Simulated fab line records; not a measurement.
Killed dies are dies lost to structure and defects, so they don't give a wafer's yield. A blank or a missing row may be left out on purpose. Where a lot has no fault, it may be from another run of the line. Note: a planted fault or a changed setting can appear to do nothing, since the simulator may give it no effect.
Matching of chambers + flow n5Finfet + 4 sister chambers for N5_DUMMY_GATE_TRIM_49 on rieSi-02
The step chemistry O2, time 29 s, target cd 14 nm. 8 wafers are shown with their chamber, then 10 later ones without.

## WAFERS WITH THEIR CHAMBER
| wafer  | chamber | throttleValvePct (%) | drypumpMotorCurrentA (A) |
|--------|---------|----------------------|--------------------------|
| L081.5 | 2       | 8.05                 | 4.9                      |
| L083.6 | 2       | 8.05                 | 4.9                      |
| L084.2 | 1       | 8.42                 | 5.4                      |
| L084.3 | 0       | 8.06                 | 5.6                      |
| L087.3 | 0       | 8.07                 | 5.7                      |
| L087.5 | 3       | 8.42                 | 5.5                      |
| L089.1 | 1       | 8.44                 | 5.4                      |
| L089.5 | 3       | 8.40                 | 5.5                      |

## WAFERS WITHOUT THEIR CHAMBER
| wafer  | throttleValvePct (%) | drypumpMotorCurrentA (A) |
|--------|----------------------|--------------------------|
| L089.6 | 8.05                 | 4.9                      |
| L090.1 | 8.42                 | 5.4                      |
| L090.3 | 8.03                 | 4.9                      |
| L090.5 | 8.05                 | 5.7                      |
| L095.2 | 8.41                 | 5.4                      |
| L095.4 | 8.40                 | 5.5                      |
| L095.6 | 8.41                 | 5.4                      |
| L096.1 | 8.06                 | 5.6                      |
| L096.5 | 8.06                 | 5.6                      |
| L096.6 | 8.40                 | 5.5                      |

## CHAMBER TAKEN BY EACH
| wafer  | from the rows above     | in truth |
|--------|-------------------------|----------|
| L089.6 | 2                       | 2        |
| L090.1 | 1                       | 1        |
| L090.3 | 2                       | 2        |
| L090.5 | 0                       | 0        |
| L095.2 | can't be placed: 1 or 3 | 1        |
| L095.4 | 3                       | 3        |
| L095.6 | can't be placed: 1 or 3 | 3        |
| L096.1 | 0                       | 0        |
| L096.5 | 0                       | 0        |
| L096.6 | 3                       | 3        |
Placed correctly: 8 of 10. Not placeable from these rows: 2 (in 2, the candidates include the true chamber). Wrongly placed: 0.
How it was worked out, from the rows above alone: a wafer's distance from a chamber is the root of the sum, over the readings, of the square of ((its reading less the chamber's mean) divided by the reading's scatter). If the next closest chamber is less than 2 further off than the closest, the wafer can't be placed; otherwise it belongs to the closest. The mean given for a chamber averages the wafers shown for that chamber. The scatter: take each reading less its chamber's mean, square it, sum over the shown wafers, divide by the number of wafers less the number of chambers, and take the root.
